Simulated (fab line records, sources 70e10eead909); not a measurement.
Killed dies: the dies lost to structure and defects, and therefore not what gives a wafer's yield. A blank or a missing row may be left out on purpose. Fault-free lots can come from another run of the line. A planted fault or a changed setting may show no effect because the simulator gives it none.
Matching of chambers	flow nand_harc	rie_si-05 running NHARC_A_DECK1_JOINT_ETCHBACK_00: 4 sister chambers
The step etches the open film in HBr, target depth 30 nm, time 17.4 s. 27 wafers are shown with their chamber, then 12 later ones without.

== WAFERS PAIRED WITH THEIR CHAMBERS ==
wafer	chamber	oes_product_au (a.u.)	throttle_valve_pct (%)
L075.1	1	0.978	23.266
L075.4	0	1.007	23.263
L075.6	1	0.977	23.270
L075.2	2	1.017	23.281
L075.3	3	1.007	23.264
L075.5	2	1.014	23.270
L074.3	1	0.991	23.252
L074.4	3	1.004	23.247
L074.5	3	1.005	23.258
L078.1	1	0.980	23.265
L078.2	3	1.011	23.275
L078.4	1	0.975	23.278
L080.1	3	1.001	23.263
L080.2	2	1.004	23.251
L080.4	1	0.971	23.279
L083.1	0	0.988	23.255
L083.3	3	0.999	23.261
L083.4	2	0.998	23.242
L088.1	3	1.022	23.275
L088.4	2	0.987	23.276
L088.6	3	1.014	23.268
L090.1	1	0.995	23.276
L090.3	3	1.004	23.257
L090.6	3	1.010	23.260
L092.3	2	0.997	23.252
L092.4	3	1.015	23.261
L092.6	1	1.004	23.271

SIGNATURES (means of the wafers above)
reading	chamber 0	chamber 1	chamber 2	chamber 3	scatter within a chamber
oes_product_au	0.99750	0.98387	1.00283	1.00836	0.00978
throttle_valve_pct	23.25900	23.26962	23.26200	23.26264	0.0104
Rule: for each reading, subtract the chamber's mean from the wafer's reading, divide by that reading's scatter and square the result; add these up over the readings and take the root, which gives the wafer's distance from the chamber. If the next closest chamber is less than 2 further off than the closest, the wafer can't be placed; otherwise it belongs to the closest. How the scatter is found: for the shown wafers, subtract from each reading the mean of its chamber, square and add these, divide the total by (wafers less chambers), then take the root.

== WAFERS WHOSE CHAMBER IS MISSING ==
wafer	oes_product_au (a.u.)	throttle_valve_pct (%)
L093.2	0.999	23.276
L093.4	0.991	23.274
L093.5	0.984	23.267
L094.1	1.008	23.271
L094.3	1.012	23.271
L094.4	0.989	23.270
L096.1	1.015	23.274
L096.3	0.997	23.258
L096.6	0.993	23.281
L097.1	0.993	23.268
L097.2	1.002	23.267
L097.5	0.991	23.253

== WHICH CHAMBER EACH WENT THROUGH ==
wafer	from the rows above	in truth
L093.2	can't be placed: 2 or 3 or 0 or 1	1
L093.4	can't be placed: 1 or 0 or 2 or 3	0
L093.5	can't be placed: 1 or 0 or 2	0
L094.1	can't be placed: 3 or 2 or 0 or 1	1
L094.3	can't be placed: 3 or 2 or 0 or 1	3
L094.4	can't be placed: 1 or 0 or 2 or 3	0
L096.1	can't be placed: 3 or 2 or 0 or 1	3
L096.3	can't be placed: 0 or 2 or 3 or 1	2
L096.6	can't be placed: 1 or 2 or 0 or 3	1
L097.1	can't be placed: 1 or 0 or 2 or 3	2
L097.2	can't be placed: 2 or 3 or 0 or 1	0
L097.5	can't be placed: 0 or 2 or 1 or 3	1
Correct placement for 0 of the 12. Cannot be placed on the basis of these rows: 12; the candidates contain the true chamber in 12. Placed wrongly: 0.
